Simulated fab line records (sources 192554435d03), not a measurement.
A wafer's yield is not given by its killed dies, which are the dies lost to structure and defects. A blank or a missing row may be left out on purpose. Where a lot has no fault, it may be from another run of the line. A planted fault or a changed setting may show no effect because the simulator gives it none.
Matching of chambers | flow n5-finfet | N5_BEOL_M5_ALD_86 on ald-metal-03: 4 sister chambers
The step deposits TaN, pulse time 2 s, purge time 3 s, co reactant purge time 2 s. 4 wafers are shown with their chamber, then 9 later ones without.

## WAFERS PAIRED WITH THEIR CHAMBERS
wafer  | chamber | heater-power-w (W)
L084.5 | 3       | 440
L089.4 | 0       | 407
L089.5 | 2       | 321
L089.6 | 1       | 497

## WAFERS WITHOUT THEIR CHAMBER
wafer  | heater-power-w (W)
L090.1 | 512
L090.2 | 318
L090.5 | 402
L091.2 | 487
L091.3 | 452
L091.4 | 310
L094.1 | 439
L094.4 | 487
L094.6 | 487

## THE CHAMBER EACH PASSED THROUGH
wafer  | from the rows above | in truth
L090.1 | 1                   | 1
L090.2 | 2                   | 2
L090.5 | 0                   | 0
L091.2 | 1                   | 1
L091.3 | 3                   | 3
L091.4 | 2                   | 2
L094.1 | 3                   | 3
L094.4 | 1                   | 1
L094.6 | 1                   | 1
Correctly placed: 9 of 9. Number that these rows cannot place: 0. 0 placed wrongly.
How it was worked out, from the rows above alone: a wafer's distance from a chamber is the root of the sum, over the readings, of the square of ((its reading less the chamber's mean) divided by the reading's scatter). If the next closest chamber is less than 2 further off than the closest, the wafer can't be placed; otherwise it belongs to the closest. For every chamber, the mean is computed from those of its wafers that are shown. The scatter (one wafer shown for each chamber): square how far every hidden wafer sits from the nearest shown wafer, average those squares and take the square root.
